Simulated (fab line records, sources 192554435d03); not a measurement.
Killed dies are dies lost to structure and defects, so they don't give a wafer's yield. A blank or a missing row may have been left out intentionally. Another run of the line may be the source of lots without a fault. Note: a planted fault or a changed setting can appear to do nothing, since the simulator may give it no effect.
A struck lot beside a sound one -- flow n5_finfet -- 37 out of 1938 route steps
Sound: the wafers L937.1, L937.4, L937.5. Struck: wafer L940.1 (left out: L940.3, L940.4 of the same lot, which were not struck); the cause appears at the end.
At each step with rows: each side's tool, then ch and its chambers, then its first start. Under that, the readings that differ: sound wafers -- struck wafers -- difference of the means -- sigmas: that difference in standard deviations of wafers without a fault.
alike: readings with means less than 2 such deviations apart, plus words and numbers identical on both sides. not compared: withheld readings, readings lacking a value on some wafer, bounds such as >300 that could conceal the same value, and numbers that have no deviation in the record and whose values overlap.
Wherever a step has rows on one side only, a row that says differs or no value, or a row with sigmas, the two part there. Numbers that have no deviation but don't overlap get no sigmas and don't part them. Lack of a reading on every wafer of one side parts them only where that side has two or more wafers.

first, 9 steps without rows for these wafers: N5_BEOL_M14_PRE_CLEAN_42 (time 30 s); N5_BEOL_M14_SPUTTER_43 (material TaN, target thk 15 nm, time 24.19 s); N5_BEOL_M14_SPUTTER_44 (material Ta, target thk 15 nm, time 24.19 s); N5_BEOL_M14_SPUTTER_45 (material Cu, target thk 100 nm, time 16.67 s); N5_BEOL_M14_ECD_47 (material Cu, target thk 1248 nm); N5_BEOL_M14_ANNEAL_48 (time 90 s); N5_BEOL_M14_CMP_49 (polishes, stops on SiO2, t overpolish 5.2 s, target thk 560 nm); N5_BEOL_M14_PRE_CLEAN_52 (time 15 s); N5_BEOL_M14_DEP_53 (deposits SiCN from 3MS/NH3, target thk 50 nm, time 17.8 s).
N5_BEOL_M15_ILD_DEP_00: deposits SiO2 from TEOS/O2, target thk 1629.3 nm, time 346.1 s.
  sound on pecvd-01 ch 1,2, day 13 07:56; struck on pecvd-01 ch 0, day 14 00:42
reading,sound,struck,difference,sigmas
run_length_s (s),389.7 389.0 389.0,375.2,-14.0,-26
model.SiO2_of_BEOL_M15_ILD_DEP_00.thk_nm (nm),1631 1648 1613,1538,-93,
  alike: chamber_pressure_Torr, heater_power_w, showerhead_plenum_p_Torr, throttle_valve_pct
N5_BEOL_M15_THK_MEAS_01:
  sound on film_metro-01, day 13 08:11; struck on film_metro-01, day 14 00:57
reading,sound,struck,difference,sigmas
M15_ILD_THK (nm),1631 1647 1613,1538,-92,-4
then, 10 steps without rows for these wafers: N5_BEOL_M15_COAT_58 (time 60 s, resist thk 89 nm); N5_BEOL_M15_COAT_04 (resist thk 800 nm); N5_BEOL_M15_EBR_06; N5_BEOL_M15_SOFTBAKE_05 (time 60 s); N5_BEOL_M15_EXPOSE_07 (exposes mask V14); N5_BEOL_M15_PEB_08 (peb time 90 s); N5_BEOL_M15_DEVELOP_09 (develop time 45 s); N5_BEOL_M15_HARDBAKE_14 (time 120 s); N5_BEOL_M15_DESCUM_15 (chemistry O2, time 7.9 s); N5_BEOL_M15_ETCH_59 (etches BARC in N2/H2, target depth 89 nm, overetch 26.7 nm, time 67.9 s).
N5_BEOL_M15_VIA_ETCH_16: etches SiO2 in C4F8/O2/Ar, target depth 1792.2 nm.
  sound on rie_diel-04 ch 1,3, day 13 08:39; struck on rie_diel-02 ch 0, day 14 01:25
reading,sound,struck,difference,sigmas
drypump_motor_current_A (A),6.2 6.1 6.2,5.0,-1.2,-3
showerhead_plenum_p_Torr (Torr),3.45 3.37 3.45,3.17,-0.25,-2
model.etch.depth_nm (nm),1631 1648 1613,1538,-93,
model.coat_of_BEOL_M15_COAT_04.thk_nm (nm),331.8 322 338,353.4,+22.8,
  alike: oes_product_au, rf_vpp_V, throttle_valve_pct
then, 13 steps without rows for these wafers: N5_BEOL_M15_STRIP_63 (strips in O2); N5_BEOL_M15_STRIP_64 (strips in O2); N5_BEOL_M15_STRIP_65 (strips in post etch residue remover, time 60 s); N5_BEOL_M15_SRD_66 (time 30 s, dry time 30 s); N5_BEOL_M15_COAT_56 (time 60 s, resist thk 550 nm); N5_BEOL_M15_ETCH_57 (etches SOC in N2/H2, time 750 s); N5_BEOL_M15_COAT_60 (time 60 s, resist thk 89 nm); N5_BEOL_M15_COAT_22 (resist thk 800 nm); N5_BEOL_M15_EBR_24; N5_BEOL_M15_SOFTBAKE_23 (time 60 s); N5_BEOL_M15_EXPOSE_25 (exposes mask M15, target cd 400 nm); N5_BEOL_M15_PEB_26 (peb time 90 s); N5_BEOL_M15_DEVELOP_27 (develop time 45 s).
N5_BEOL_M15_CMP_49: polishes, stops on SiO2, t overpolish 4.9 s, target thk 850 nm.
  sound on cmp-02 ch 0,3, day 13 12:40; struck on cmp-02 ch 3, day 14 08:51
reading,sound,struck,difference,sigmas
model.SiO2_of_BEOL_M15_ILD_DEP_00.thk_nm (nm),1550 1568 1531,1458,-92,
  alike: barrier_field_endpoint_s, clearing_platen_down_force_psi, clearing_platen_rpm, motor_current_A, overpolish_run_s, platen_rpm, retaining_ring_pressure_frac
N5_PASSIVATION_PROBE_49:
  rows exist in the record for the sound wafers here (prober-02, day 14 02:38), none for the struck ones

== WHERE THEY PART ==
Earliest at N5_BEOL_M15_ILD_DEP_00; latest, in this record, at N5_PASSIVATION_PROBE_49.

WHY: what had been put in by the simulator
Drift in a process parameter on pecvd-01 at N5_BEOL_M15_ILD_DEP_00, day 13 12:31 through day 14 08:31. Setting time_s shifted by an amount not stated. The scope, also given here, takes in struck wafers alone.
